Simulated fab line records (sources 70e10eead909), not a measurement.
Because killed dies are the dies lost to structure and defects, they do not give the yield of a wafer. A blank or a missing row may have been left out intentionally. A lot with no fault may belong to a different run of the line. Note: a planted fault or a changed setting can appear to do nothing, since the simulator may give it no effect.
Matching of chambers -- flow nand-harc -- NHARC_A_SLIT_DEP_23 on pecvd-04 has 3 sister chambers
The step deposits SiON, target thk 100 nm. 6 wafers are shown with their chamber, then 8 later ones without.

== WAFERS, EACH WITH ITS CHAMBER ==
wafer,chamber,heater-power-w (W)
L075.4,1,733
L081.6,1,675
L087.1,0,645
L087.5,2,865
L087.6,0,631
L091.3,2,925

== WAFERS WITHOUT THEIR CHAMBER ==
wafer,heater-power-w (W)
L091.4,794
L091.6,754
L089.1,600
L089.2,764
L089.4,614
L095.1,809
L095.3,655
L095.4,811

== WHICH CHAMBER EACH WENT THROUGH ==
wafer,from the rows above,in truth
L091.4,can't be placed: 1 or 2 or 0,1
L091.6,can't be placed: 1 or 0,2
L089.1,can't be placed: 0 or 1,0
L089.2,can't be placed: 1 or 0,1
L089.4,can't be placed: 0 or 1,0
L095.1,can't be placed: 2 or 1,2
L095.3,can't be placed: 0 or 1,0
L095.4,can't be placed: 2 or 1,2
Correctly placed: 0 of 8. Cannot be placed on the basis of these rows: 8; the candidates contain the true chamber in 7. Wrongly placed: 0.
How it was worked out, from the rows above alone: a wafer's distance from a chamber is the root of the sum, over the readings, of the square of ((its reading less the chamber's mean) divided by the reading's scatter). The wafer belongs to the nearest chamber; if the next one is less than 2 further off, it can't be placed. A chamber's mean is the mean of its shown wafers. The scatter: take each reading less its chamber's mean, square it, sum over the shown wafers, divide by the number of wafers less the number of chambers, and take the root.
